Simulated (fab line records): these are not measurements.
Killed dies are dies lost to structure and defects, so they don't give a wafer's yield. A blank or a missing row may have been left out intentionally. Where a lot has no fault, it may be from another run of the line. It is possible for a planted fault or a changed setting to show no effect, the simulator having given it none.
Matching of chambers    flow n5_finfet    N5_BEOL_M8_CURE_74 on uv_cure-03 has 3 sister chambers
The step cures SiCOH lowk, time 240 s. 3 wafers are shown with their chamber, then 11 later ones without.

== WAFERS, EACH WITH ITS CHAMBER ==
wafer   chamber  wafer_temp_C_max
L081.6  1        386.3
L083.5  2        387.5
L084.1  0        386.1

== WAFERS WITH NO CHAMBER GIVEN ==
wafer   wafer_temp_C_max
L084.2  386.1
L084.4  385.9
L086.2  386.0
L086.3  386.4
L086.4  386.0
L094.1  386.9
L094.2  387.3
L094.3  387.1
L094.4  386.4
L094.5  387.0
L094.6  387.1

== EACH ONE'S CHAMBER ==
wafer   from the rows above           in truth
L084.2  can't be placed: 0 or 1       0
L084.4  can't be placed: 0 or 1       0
L086.2  can't be placed: 0 or 1       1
L086.3  can't be placed: 1 or 0       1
L086.4  can't be placed: 0 or 1       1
L094.1  can't be placed: 1 or 2 or 0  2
L094.2  2                             2
L094.3  can't be placed: 2 or 1 or 0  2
L094.4  can't be placed: 1 or 0       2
L094.5  can't be placed: 2 or 1 or 0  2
L094.6  can't be placed: 2 or 1 or 0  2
Correct placement for 1 of the 11. Cannot be placed on the basis of these rows: 10; the candidates contain the true chamber in 9. Placed wrongly: 0.
How it was worked out, from the rows above alone: a wafer's distance from a chamber is the root of the sum, over the readings, of the square of ((its reading less the chamber's mean) divided by the reading's scatter). If the next closest chamber is less than 2 further off than the closest, the wafer can't be placed; otherwise it belongs to the closest. For every chamber, the mean is computed from those of its wafers that are shown. The scatter: root of mean squared gap, hidden wafer to nearest shown wafer, with one shown wafer a chamber.
